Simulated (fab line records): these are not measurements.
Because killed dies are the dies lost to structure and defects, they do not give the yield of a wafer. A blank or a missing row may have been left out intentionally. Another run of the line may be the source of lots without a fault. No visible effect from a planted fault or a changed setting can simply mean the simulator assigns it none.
fab line records || flow nand_harc
record: {"lots": 6, "wafers": 18, "last_day": 33}
route steps=1302 shown A_ONON_D1@434
lots that met no fault: taken from a fault-free run of the same line
start_h: hours from the record's opening day to when the first of the lot's shown wafers began || wait_h: hours elapsed since this lot's preceding step || " repeats the value in the row above || L1.1+2: one row covering several wafers at once || - no value present, or no start provided || * or withheld: withheld || < > ~ a bound
route shown NAME@n: NAME is a module with steps in the file, n the number in the route of the first one || usual: average and standard deviation across the fault-free wafers || same: alike in all rows || chamber/n: place in a boat || sites: the reading at each site || _std_site: standard deviation across them || _edge_site: the outer-site mean with the inner-site mean subtracted || radius_mm: for every site, how far away it sits from the centre of the wafer || mask NAME#n: copy n || behind: the most recent tool/chamber to have shaped the wafer || hold: why the lot went on hold/how many hours it stayed there/how the hold came to an end || device: the transistor (n, p or np) that didn't switch || end of line: the route-end tests of the same wafers || a step given without rows: its recipe and nothing more || killed: dies that structure and defects cost at the first sort, which is not the same as the wafer's yield || map: shows each die of a wafer: x if killed, . if not, _ if none is there
set.NAME: the setting that was run; set.NAME@STEP: the one run at that earlier step || model.NAME: the simulator's own value behind a step, which no gauge read
lots at some steps of the route; a table a step, a row a wafer
services: a tool's chamber out of use, with start hour (start_h, from the record's first day; less than 0 if before it), hours out, and reason
== steps ==
step: NHARC_A_ONON_D1_ANNEAL_15
recipe: {"temp_c": 750, "time_s": 3600}
step: NHARC_A_ONON_D1_DEP_16
recipe: {"target_thk_a": 10000, "n2_flow_sccm": 2750, "n2o_flow_sccm": 2000, "nh3_flow_sccm": 500, "sih4_flow_sccm": 210, "temp_c": 400}
step: NHARC_A_ONON_D1_THK_MEAS_18
recipe: {"thk_meas_gauge": "ellipsometry"}
usual: {"thk_nm": "995/8.8"}
{"lot.wafer": "L761.1", "tool": "film_metro-01", "chamber": "-", "start_h": 208.28, "wait_h": "-", "thk_nm": 1003}
{"lot.wafer": "L761.2", "tool": "film_metro-01", "chamber": "-", "start_h": 208.28, "wait_h": "-", "thk_nm": 1004}
{"lot.wafer": "L761.3", "tool": "film_metro-01", "chamber": "-", "start_h": 208.28, "wait_h": "-", "thk_nm": 1005}
{"lot.wafer": "L762.2", "tool": "film_metro-01", "chamber": "-", "start_h": 224.50, "wait_h": "-", "thk_nm": 981}
{"lot.wafer": "L762.3", "tool": "film_metro-01", "chamber": "-", "start_h": 224.50, "wait_h": "-", "thk_nm": 983}
{"lot.wafer": "L762.5", "tool": "film_metro-01", "chamber": "-", "start_h": 224.50, "wait_h": "-", "thk_nm": 982}
{"lot.wafer": "L775.2", "tool": "film_metro-02", "chamber": "-", "start_h": 356.05, "wait_h": "-", "thk_nm": 994}
{"lot.wafer": "L775.3", "tool": "film_metro-02", "chamber": "-", "start_h": 356.05, "wait_h": "-", "thk_nm": 996}
{"lot.wafer": "L775.5", "tool": "film_metro-02", "chamber": "-", "start_h": 356.05, "wait_h": "-", "thk_nm": 994}
{"lot.wafer": "L777.1", "tool": "film_metro-01", "chamber": "-", "start_h": 375.36, "wait_h": "-", "thk_nm": 1004}
{"lot.wafer": "L777.2", "tool": "film_metro-01", "chamber": "-", "start_h": 375.36, "wait_h": "-", "thk_nm": 1000}
{"lot.wafer": "L777.6", "tool": "film_metro-01", "chamber": "-", "start_h": 375.36, "wait_h": "-", "thk_nm": 1001}
{"lot.wafer": "L779.2", "tool": "film_metro-02", "chamber": "-", "start_h": 399.24, "wait_h": "-", "thk_nm": 998}
{"lot.wafer": "L779.4", "tool": "film_metro-02", "chamber": "-", "start_h": 399.24, "wait_h": "-", "thk_nm": 996}
{"lot.wafer": "L779.5", "tool": "film_metro-02", "chamber": "-", "start_h": 399.24, "wait_h": "-", "thk_nm": 997}
{"lot.wafer": "L780.2", "tool": "film_metro-02", "chamber": "-", "start_h": 410.95, "wait_h": "-", "thk_nm": 989}
{"lot.wafer": "L780.3", "tool": "film_metro-02", "chamber": "-", "start_h": 410.95, "wait_h": "-", "thk_nm": 991}
{"lot.wafer": "L780.6", "tool": "film_metro-02", "chamber": "-", "start_h": 410.95, "wait_h": "-", "thk_nm": 989}
step: NHARC_A_ONON_D1_DEP_19
recipe: {"target_thk_a": 10000, "n2_flow_sccm": 2750, "n2o_flow_sccm": 2000, "nh3_flow_sccm": 500, "sih4_flow_sccm": 210, "temp_c": 400}
step: NHARC_A_ONON_D1_THK_MEAS_21
recipe: {"thk_meas_gauge": "ellipsometry"}
usual: {"thk_nm": "1001/8.8"}
{"lot.wafer": "L761.1", "tool": "film_metro-01", "chamber": "-", "start_h": 208.85, "wait_h": "-", "thk_nm": 1011}
{"lot.wafer": "L761.2", "tool": "film_metro-01", "chamber": "-", "start_h": 208.85, "wait_h": "-", "thk_nm": 1009}
{"lot.wafer": "L761.3", "tool": "film_metro-01", "chamber": "-", "start_h": 208.85, "wait_h": "-", "thk_nm": 1011}
{"lot.wafer": "L762.2", "tool": "film_metro-01", "chamber": "-", "start_h": 225.06, "wait_h": "-", "thk_nm": 1006}
{"lot.wafer": "L762.3", "tool": "film_metro-01", "chamber": "-", "start_h": 225.06, "wait_h": "-", "thk_nm": 1007}
{"lot.wafer": "L762.5", "tool": "film_metro-01", "chamber": "-", "start_h": 225.06, "wait_h": "-", "thk_nm": 1006}
{"lot.wafer": "L775.2", "tool": "film_metro-01", "chamber": "-", "start_h": 356.62, "wait_h": "-", "thk_nm": 1015}
{"lot.wafer": "L775.3", "tool": "film_metro-01", "chamber": "-", "start_h": 356.62, "wait_h": "-", "thk_nm": 1016}
{"lot.wafer": "L775.5", "tool": "film_metro-01", "chamber": "-", "start_h": 356.62, "wait_h": "-", "thk_nm": 1015}
{"lot.wafer": "L777.1", "tool": "film_metro-01", "chamber": "-", "start_h": 375.92, "wait_h": "-", "thk_nm": 993}
{"lot.wafer": "L777.2", "tool": "film_metro-01", "chamber": "-", "start_h": 375.92, "wait_h": "-", "thk_nm": 992}
{"lot.wafer": "L777.6", "tool": "film_metro-01", "chamber": "-", "start_h": 375.92, "wait_h": "-", "thk_nm": 994}
{"lot.wafer": "L779.2", "tool": "film_metro-01", "chamber": "-", "start_h": 399.80, "wait_h": "-", "thk_nm": 987}
{"lot.wafer": "L779.4", "tool": "film_metro-01", "chamber": "-", "start_h": 399.80, "wait_h": "-", "thk_nm": 989}
{"lot.wafer": "L779.5", "tool": "film_metro-01", "chamber": "-", "start_h": 399.80, "wait_h": "-", "thk_nm": 988}
{"lot.wafer": "L780.2", "tool": "film_metro-02", "chamber": "-", "start_h": 411.51, "wait_h": "-", "thk_nm": 1007}
{"lot.wafer": "L780.3", "tool": "film_metro-02", "chamber": "-", "start_h": 411.51, "wait_h": "-", "thk_nm": 1007}
{"lot.wafer": "L780.6", "tool": "film_metro-02", "chamber": "-", "start_h": 411.51, "wait_h": "-", "thk_nm": 1007}
step: NHARC_A_ONON_D1_DEP_22
recipe: {"target_thk_a": 10000, "n2_flow_sccm": 2750, "n2o_flow_sccm": 2000, "nh3_flow_sccm": 500, "sih4_flow_sccm": 210, "temp_c": 400}
step: NHARC_A_ONON_D1_THK_MEAS_24
recipe: {"thk_meas_gauge": "ellipsometry"}
usual: {"thk_nm": "999/9.7"}
{"lot.wafer": "L761.1", "tool": "film_metro-01", "chamber": "-", "start_h": 209.41, "wait_h": "-", "thk_nm": 998}
{"lot.wafer": "L761.2", "tool": "film_metro-01", "chamber": "-", "start_h": 209.41, "wait_h": "-", "thk_nm": 997}
{"lot.wafer": "L761.3", "tool": "film_metro-01", "chamber": "-", "start_h": 209.41, "wait_h": "-", "thk_nm": 997}
{"lot.wafer": "L762.2", "tool": "film_metro-02", "chamber": "-", "start_h": 225.63, "wait_h": "-", "thk_nm": 999}
{"lot.wafer": "L762.3", "tool": "film_metro-02", "chamber": "-", "start_h": 225.63, "wait_h": "-", "thk_nm": 999}
{"lot.wafer": "L762.5", "tool": "film_metro-02", "chamber": "-", "start_h": 225.63, "wait_h": "-", "thk_nm": 999}
{"lot.wafer": "L775.2", "tool": "film_metro-02", "chamber": "-", "start_h": 357.19, "wait_h": "-", "thk_nm": 999}
{"lot.wafer": "L775.3", "tool": "film_metro-02", "chamber": "-", "start_h": 357.19, "wait_h": "-", "thk_nm": 1000}
{"lot.wafer": "L775.5", "tool": "film_metro-02", "chamber": "-", "start_h": 357.19, "wait_h": "-", "thk_nm": 1000}
{"lot.wafer": "L777.1", "tool": "film_metro-01", "chamber": "-", "start_h": 376.48, "wait_h": "-", "thk_nm": 990}
{"lot.wafer": "L777.2", "tool": "film_metro-01", "chamber": "-", "start_h": 376.48, "wait_h": "-", "thk_nm": 991}
{"lot.wafer": "L777.6", "tool": "film_metro-01", "chamber": "-", "start_h": 376.48, "wait_h": "-", "thk_nm": 991}
{"lot.wafer": "L779.2", "tool": "film_metro-02", "chamber": "-", "start_h": 400.37, "wait_h": "-", "thk_nm": 997}
{"lot.wafer": "L779.4", "tool": "film_metro-02", "chamber": "-", "start_h": 400.37, "wait_h": "-", "thk_nm": 997}
{"lot.wafer": "L779.5", "tool": "film_metro-02", "chamber": "-", "start_h": 400.37, "wait_h": "-", "thk_nm": 999}
{"lot.wafer": "L780.2", "tool": "film_metro-02", "chamber": "-", "start_h": 412.08, "wait_h": "-", "thk_nm": 995}
{"lot.wafer": "L780.3", "tool": "film_metro-02", "chamber": "-", "start_h": 412.08, "wait_h": "-", "thk_nm": 994}
{"lot.wafer": "L780.6", "tool": "film_metro-02", "chamber": "-", "start_h": 412.08, "wait_h": "-", "thk_nm": 995}
step: NHARC_A_ONON_D1_DEP_25
recipe: {"target_thk_a": 10000, "n2_flow_sccm": 2750, "n2o_flow_sccm": 2000, "nh3_flow_sccm": 500, "sih4_flow_sccm": 210, "temp_c": 400}
step: NHARC_A_ONON_D1_THK_MEAS_27
recipe: {"thk_meas_gauge": "ellipsometry"}
usual: {"thk_nm": "998/8.2"}
{"lot.wafer": "L761.1", "tool": "film_metro-02", "chamber": "-", "start_h": 209.98, "wait_h": "-", "thk_nm": 1007}
{"lot.wafer": "L761.2", "tool": "film_metro-02", "chamber": "-", "start_h": 209.98, "wait_h": "-", "thk_nm": 1007}
{"lot.wafer": "L761.3", "tool": "film_metro-02", "chamber": "-", "start_h": 209.98, "wait_h": "-", "thk_nm": 1007}
{"lot.wafer": "L762.2", "tool": "film_metro-02", "chamber": "-", "start_h": 226.19, "wait_h": "-", "thk_nm": 1001}
{"lot.wafer": "L762.3", "tool": "film_metro-02", "chamber": "-", "start_h": 226.19, "wait_h": "-", "thk_nm": 1002}
{"lot.wafer": "L762.5", "tool": "film_metro-02", "chamber": "-", "start_h": 226.19, "wait_h": "-", "thk_nm": 1003}
{"lot.wafer": "L775.2", "tool": "film_metro-02", "chamber": "-", "start_h": 357.76, "wait_h": "-", "thk_nm": 996}
{"lot.wafer": "L775.3", "tool": "film_metro-02", "chamber": "-", "start_h": 357.76, "wait_h": "-", "thk_nm": 994}
{"lot.wafer": "L775.5", "tool": "film_metro-02", "chamber": "-", "start_h": 357.76, "wait_h": "-", "thk_nm": 996}
{"lot.wafer": "L777.1", "tool": "film_metro-01", "chamber": "-", "start_h": 377.05, "wait_h": "-", "thk_nm": 993}
{"lot.wafer": "L777.2", "tool": "film_metro-01", "chamber": "-", "start_h": 377.05, "wait_h": "-", "thk_nm": 995}
{"lot.wafer": "L777.6", "tool": "film_metro-01", "chamber": "-", "start_h": 377.05, "wait_h": "-", "thk_nm": 993}
{"lot.wafer": "L779.2", "tool": "film_metro-01", "chamber": "-", "start_h": 400.93, "wait_h": "-", "thk_nm": 989}
{"lot.wafer": "L779.4", "tool": "film_metro-01", "chamber": "-", "start_h": 400.93, "wait_h": "-", "thk_nm": 986}
{"lot.wafer": "L779.5", "tool": "film_metro-01", "chamber": "-", "start_h": 400.93, "wait_h": "-", "thk_nm": 988}
{"lot.wafer": "L780.2", "tool": "film_metro-01", "chamber": "-", "start_h": 412.64, "wait_h": "-", "thk_nm": 1001}
{"lot.wafer": "L780.3", "tool": "film_metro-01", "chamber": "-", "start_h": 412.64, "wait_h": "-", "thk_nm": 1003}
{"lot.wafer": "L780.6", "tool": "film_metro-01", "chamber": "-", "start_h": 412.64, "wait_h": "-", "thk_nm": 1000}
step: NHARC_A_ONON_D1_DEP_28
recipe: {"target_thk_a": 10000, "n2_flow_sccm": 2750, "n2o_flow_sccm": 2000, "nh3_flow_sccm": 500, "sih4_flow_sccm": 210, "temp_c": 400}
step: NHARC_A_ONON_D1_THK_MEAS_30
recipe: {"thk_meas_gauge": "ellipsometry"}
usual: {"thk_nm": "1002/10"}
{"lot.wafer": "L761.1", "tool": "film_metro-02", "chamber": "-", "start_h": 210.55, "wait_h": "-", "thk_nm": 1004}
{"lot.wafer": "L761.2", "tool": "film_metro-02", "chamber": "-", "start_h": 210.55, "wait_h": "-", "thk_nm": 1002}
{"lot.wafer": "L761.3", "tool": "film_metro-02", "chamber": "-", "start_h": 210.55, "wait_h": "-", "thk_nm": 1004}
{"lot.wafer": "L762.2", "tool": "film_metro-02", "chamber": "-", "start_h": 226.76, "wait_h": "-", "thk_nm": 1010}
{"lot.wafer": "L762.3", "tool": "film_metro-02", "chamber": "-", "start_h": 226.76, "wait_h": "-", "thk_nm": 1012}
{"lot.wafer": "L762.5", "tool": "film_metro-02", "chamber": "-", "start_h": 226.76, "wait_h": "-", "thk_nm": 1013}
{"lot.wafer": "L775.2", "tool": "film_metro-01", "chamber": "-", "start_h": 358.32, "wait_h": "-", "thk_nm": 1009}
{"lot.wafer": "L775.3", "tool": "film_metro-01", "chamber": "-", "start_h": 358.32, "wait_h": "-", "thk_nm": 1009}
{"lot.wafer": "L775.5", "tool": "film_metro-01", "chamber": "-", "start_h": 358.32, "wait_h": "-", "thk_nm": 1008}
{"lot.wafer": "L777.1", "tool": "film_metro-01", "chamber": "-", "start_h": 377.61, "wait_h": "-", "thk_nm": 1000}
{"lot.wafer": "L777.2", "tool": "film_metro-01", "chamber": "-", "start_h": 377.61, "wait_h": "-", "thk_nm": 999}
{"lot.wafer": "L777.6", "tool": "film_metro-01", "chamber": "-", "start_h": 377.61, "wait_h": "-", "thk_nm": 1000}
{"lot.wafer": "L779.2", "tool": "film_metro-01", "chamber": "-", "start_h": 401.49, "wait_h": "-", "thk_nm": 1002}
{"lot.wafer": "L779.4", "tool": "film_metro-01", "chamber": "-", "start_h": 401.49, "wait_h": "-", "thk_nm": 1002}
{"lot.wafer": "L779.5", "tool": "film_metro-01", "chamber": "-", "start_h": 401.49, "wait_h": "-", "thk_nm": 1002}
{"lot.wafer": "L780.2", "tool": "film_metro-02", "chamber": "-", "start_h": 413.20, "wait_h": "-", "thk_nm": 993}
{"lot.wafer": "L780.3", "tool": "film_metro-02", "chamber": "-", "start_h": 413.20, "wait_h": "-", "thk_nm": 992}
{"lot.wafer": "L780.6", "tool": "film_metro-02", "chamber": "-", "start_h": 413.20, "wait_h": "-", "thk_nm": 992}
step: NHARC_A_ONON_D1_DEP_33
recipe: {"target_thk_a": 2000, "temp_c": 400, "pressure_torr": 6.5, "rf_w": 900, "teos_flow_sccm": 161.4, "flow_sccm": 2650, "target_thk_nm": 200, "gas": "O2", "material": "SiO2"}
usual: {"heater_power_w": "561/88", "mfc_precursor_sccm": "161.4/0.53", "showerhead_vpp_V": "1855/100", "throttle_valve_pct": "16.5/0.69"}
{"lot.wafer": "L761.1", "tool": "pecvd-02", "chamber": 0, "start_h": 210.61, "wait_h": 0.1, "heater_power_w": 691, "mfc_precursor_sccm": 266.4, "showerhead_vpp_V": 1731, "throttle_valve_pct": 17.4}
{"lot.wafer": "L761.3", "tool": "pecvd-02", "chamber": 1, "start_h": 210.61, "wait_h": 0.1, "heater_power_w": 606, "mfc_precursor_sccm": 161.1, "showerhead_vpp_V": 1845, "throttle_valve_pct": 16.0}
{"lot.wafer": "L761.2", "tool": "pecvd-02", "chamber": 2, "start_h": 210.61, "wait_h": 0.1, "heater_power_w": 396, "mfc_precursor_sccm": 161.9, "showerhead_vpp_V": 1859, "throttle_valve_pct": 17.4}
{"lot.wafer": "L762.2", "tool": "pecvd-02", "chamber": 0, "start_h": 226.82, "wait_h": 0.1, "heater_power_w": 688, "mfc_precursor_sccm": 267.1, "showerhead_vpp_V": 1755, "throttle_valve_pct": 17.5}
{"lot.wafer": "L762.3", "tool": "pecvd-02", "chamber": 1, "start_h": 226.82, "wait_h": 0.1, "heater_power_w": 530, "mfc_precursor_sccm": 161.8, "showerhead_vpp_V": 1845, "throttle_valve_pct": 16.0}
{"lot.wafer": "L762.5", "tool": "pecvd-02", "chamber": 1, "start_h": 226.82, "wait_h": 0.1, "heater_power_w": 550, "mfc_precursor_sccm": 162.0, "showerhead_vpp_V": 1861, "throttle_valve_pct": 16.0}
{"lot.wafer": "L775.2", "tool": "pecvd-01", "chamber": 1, "start_h": 358.43, "wait_h": 0.1, "heater_power_w": 570, "mfc_precursor_sccm": 160.4, "showerhead_vpp_V": 1738, "throttle_valve_pct": 16.2}
{"lot.wafer": "L775.3", "tool": "pecvd-01", "chamber": 2, "start_h": 358.43, "wait_h": 0.1, "heater_power_w": 468, "mfc_precursor_sccm": 162.0, "showerhead_vpp_V": 1792, "throttle_valve_pct": 15.7}
{"lot.wafer": "L775.5", "tool": "pecvd-01", "chamber": 2, "start_h": 358.43, "wait_h": 0.1, "heater_power_w": 454, "mfc_precursor_sccm": 161.9, "showerhead_vpp_V": 1735, "throttle_valve_pct": 15.8}
{"lot.wafer": "L777.2", "tool": "pecvd-02", "chamber": 1, "start_h": 377.94, "wait_h": 0.3, "heater_power_w": 582, "mfc_precursor_sccm": 162.5, "showerhead_vpp_V": 1881, "throttle_valve_pct": 16.1}
{"lot.wafer": "L777.1", "tool": "pecvd-02", "chamber": 2, "start_h": 377.94, "wait_h": 0.3, "heater_power_w": 534, "mfc_precursor_sccm": 161.0, "showerhead_vpp_V": 1872, "throttle_valve_pct": 17.4}
{"lot.wafer": "L777.6", "tool": "pecvd-02", "chamber": 2, "start_h": 377.94, "wait_h": 0.3, "heater_power_w": 539, "mfc_precursor_sccm": 161.7, "showerhead_vpp_V": 1899, "throttle_valve_pct": 17.1}
{"lot.wafer": "L779.2", "tool": "pecvd-04", "chamber": 2, "start_h": 401.59, "wait_h": 0.1, "heater_power_w": 597, "mfc_precursor_sccm": 161.0, "showerhead_vpp_V": 2111, "throttle_valve_pct": 17.1}
{"lot.wafer": "L779.5", "tool": "pecvd-04", "chamber": 2, "start_h": 401.59, "wait_h": 0.1, "heater_power_w": 590, "mfc_precursor_sccm": 162.0, "showerhead_vpp_V": 2134, "throttle_valve_pct": 17.4}
{"lot.wafer": "L779.4", "tool": "pecvd-04", "chamber": 0, "start_h": 401.59, "wait_h": 0.1, "heater_power_w": 678, "mfc_precursor_sccm": 161.3, "showerhead_vpp_V": 1869, "throttle_valve_pct": 15.0}
{"lot.wafer": "L780.2", "tool": "pecvd-04", "chamber": 1, "start_h": 413.26, "wait_h": 0.1, "heater_power_w": 371, "mfc_precursor_sccm": 162.7, "showerhead_vpp_V": 2023, "throttle_valve_pct": 16.5}
{"lot.wafer": "L780.3", "tool": "pecvd-04", "chamber": 0, "start_h": 413.26, "wait_h": 0.1, "heater_power_w": 713, "mfc_precursor_sccm": 160.4, "showerhead_vpp_V": 1881, "throttle_valve_pct": 15.2}
{"lot.wafer": "L780.6", "tool": "pecvd-04", "chamber": 1, "start_h": 413.26, "wait_h": 0.1, "heater_power_w": 399, "mfc_precursor_sccm": 162.1, "showerhead_vpp_V": 1998, "throttle_valve_pct": 16.4}
step: NHARC_A_ONON_D1_THK_MEAS_34
recipe: {"thk_meas_gauge": "ellipsometry"}
usual: {"thk_nm": "200.5/2.5"}
{"lot.wafer": "L761.1", "tool": "film_metro-02", "chamber": "-", "start_h": 211.02, "wait_h": "-", "thk_nm": 327.9}
{"lot.wafer": "L761.2", "tool": "film_metro-02", "chamber": "-", "start_h": 211.02, "wait_h": "-", "thk_nm": 199.7}
{"lot.wafer": "L761.3", "tool": "film_metro-02", "chamber": "-", "start_h": 211.02, "wait_h": "-", "thk_nm": 200.1}
{"lot.wafer": "L762.2", "tool": "film_metro-02", "chamber": "-", "start_h": 227.23, "wait_h": "-", "thk_nm": 327.8}
{"lot.wafer": "L762.3", "tool": "film_metro-02", "chamber": "-", "start_h": 227.23, "wait_h": "-", "thk_nm": 199.0}
{"lot.wafer": "L762.5", "tool": "film_metro-02", "chamber": "-", "start_h": 227.23, "wait_h": "-", "thk_nm": 202.2}
{"lot.wafer": "L775.2", "tool": "film_metro-02", "chamber": "-", "start_h": 358.79, "wait_h": "-", "thk_nm": 198.5}
{"lot.wafer": "L775.3", "tool": "film_metro-02", "chamber": "-", "start_h": 358.79, "wait_h": "-", "thk_nm": 203.5}
{"lot.wafer": "L775.5", "tool": "film_metro-02", "chamber": "-", "start_h": 358.79, "wait_h": "-", "thk_nm": 205.9}
{"lot.wafer": "L777.1", "tool": "film_metro-01", "chamber": "-", "start_h": 378.35, "wait_h": "-", "thk_nm": 197.2}
{"lot.wafer": "L777.2", "tool": "film_metro-01", "chamber": "-", "start_h": 378.35, "wait_h": "-", "thk_nm": 195.9}
{"lot.wafer": "L777.6", "tool": "film_metro-01", "chamber": "-", "start_h": 378.35, "wait_h": "-", "thk_nm": 199.7}
{"lot.wafer": "L779.2", "tool": "film_metro-02", "chamber": "-", "start_h": 401.96, "wait_h": "-", "thk_nm": 195.8}
{"lot.wafer": "L779.4", "tool": "film_metro-02", "chamber": "-", "start_h": 401.96, "wait_h": "-", "thk_nm": 205.2}
{"lot.wafer": "L779.5", "tool": "film_metro-02", "chamber": "-", "start_h": 401.96, "wait_h": "-", "thk_nm": 197.5}
{"lot.wafer": "L780.2", "tool": "film_metro-01", "chamber": "-", "start_h": 413.67, "wait_h": "-", "thk_nm": 201.6}
{"lot.wafer": "L780.3", "tool": "film_metro-01", "chamber": "-", "start_h": 413.67, "wait_h": "-", "thk_nm": 205.2}
{"lot.wafer": "L780.6", "tool": "film_metro-01", "chamber": "-", "start_h": 413.67, "wait_h": "-", "thk_nm": 200.2}
== services ==
{"tool": "pecvd-01", "chamber": 1, "start_h": 189.87, "hours": 3.7, "kind": "repair"}
{"tool": "pecvd-02", "chamber": "-", "start_h": 227.41, "hours": 13.0, "kind": "pm"}
{"tool": "pecvd-02", "chamber": 0, "start_h": 227.41, "hours": 13.0, "kind": "vent_cycle"}
{"tool": "pecvd-02", "chamber": 1, "start_h": 227.41, "hours": 13.0, "kind": "vent_cycle"}
{"tool": "pecvd-02", "chamber": 2, "start_h": 227.41, "hours": 13.0, "kind": "vent_cycle"}
{"tool": "pecvd-02", "chamber": 0, "start_h": 240.41, "hours": "-", "kind": "clean"}
{"tool": "pecvd-02", "chamber": 1, "start_h": 240.41, "hours": "-", "kind": "clean"}
{"tool": "pecvd-02", "chamber": 2, "start_h": 240.41, "hours": "-", "kind": "clean"}
{"tool": "pecvd-04", "chamber": "-", "start_h": 265.02, "hours": 1.7, "kind": "repair"}
{"tool": "pecvd-04", "chamber": "-", "start_h": 269.09, "hours": 13.0, "kind": "pm"}
{"tool": "pecvd-04", "chamber": 0, "start_h": 269.09, "hours": 13.0, "kind": "vent_cycle"}
{"tool": "pecvd-04", "chamber": 1, "start_h": 269.09, "hours": 13.0, "kind": "vent_cycle"}
{"tool": "pecvd-04", "chamber": 2, "start_h": 269.09, "hours": 13.0, "kind": "vent_cycle"}
{"tool": "pecvd-04", "chamber": 0, "start_h": 282.09, "hours": "-", "kind": "clean"}
{"tool": "pecvd-04", "chamber": 1, "start_h": 282.09, "hours": "-", "kind": "clean"}
{"tool": "pecvd-01", "chamber": 2, "start_h": 285.34, "hours": 10.2, "kind": "repair"}
{"tool": "pecvd-01", "chamber": "-", "start_h": 308.20, "hours": 0.3, "kind": "repair"}
{"tool": "pecvd-01", "chamber": "-", "start_h": 311.03, "hours": 13.0, "kind": "pm"}
{"tool": "pecvd-01", "chamber": "-", "start_h": 362.70, "hours": 0.5, "kind": "repair"}
{"tool": "pecvd-04", "chamber": 2, "start_h": 375.77, "hours": 12.0, "kind": "repair"}
{"tool": "pecvd-02", "chamber": "-", "start_h": 408.41, "hours": 13.0, "kind": "pm"}
{"tool": "pecvd-02", "chamber": 0, "start_h": 408.41, "hours": 13.0, "kind": "vent_cycle"}
{"tool": "pecvd-02", "chamber": 1, "start_h": 408.41, "hours": 13.0, "kind": "vent_cycle"}
{"tool": "pecvd-02", "chamber": 2, "start_h": 408.41, "hours": 13.0, "kind": "vent_cycle"}
== key ==
first_sign: {"step": "NHARC_A_ONON_D1_DEP_33", "reading": "mfc_precursor_sccm", "direction": "up", "sigmas": "99+", "usual": 161.4, "struck": 266.7}
effect: {"step": "NHARC_A_ONON_D1_THK_MEAS_34", "reading": "thk_nm", "direction": "up", "sigmas": 50, "usual": 200.5, "struck": 327.8}
met_at NHARC_A_ONON_D1_DEP_33
struck_wafers L761.1,L762.2
tester_left_out L761,L762
fault: {"kind": "process_parameter_drift", "tool": "pecvd-02", "chamber": 0, "onset_h": 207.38, "steps": "NHARC_A_ONON_D1_DEP_33", "channel": "teos_flow_sccm", "offset": "*", "shape": "step", "end_h": 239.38, "acts_in": "*", "stated": "*"}
tester_left_out: of these lots the tester's yield and bins aren't shown, on N5 and GAA mostly nor the transistor test; their killed dies are dies lost to structure and defects alone, not to doping, threshold or leakage, so they don't give the yield
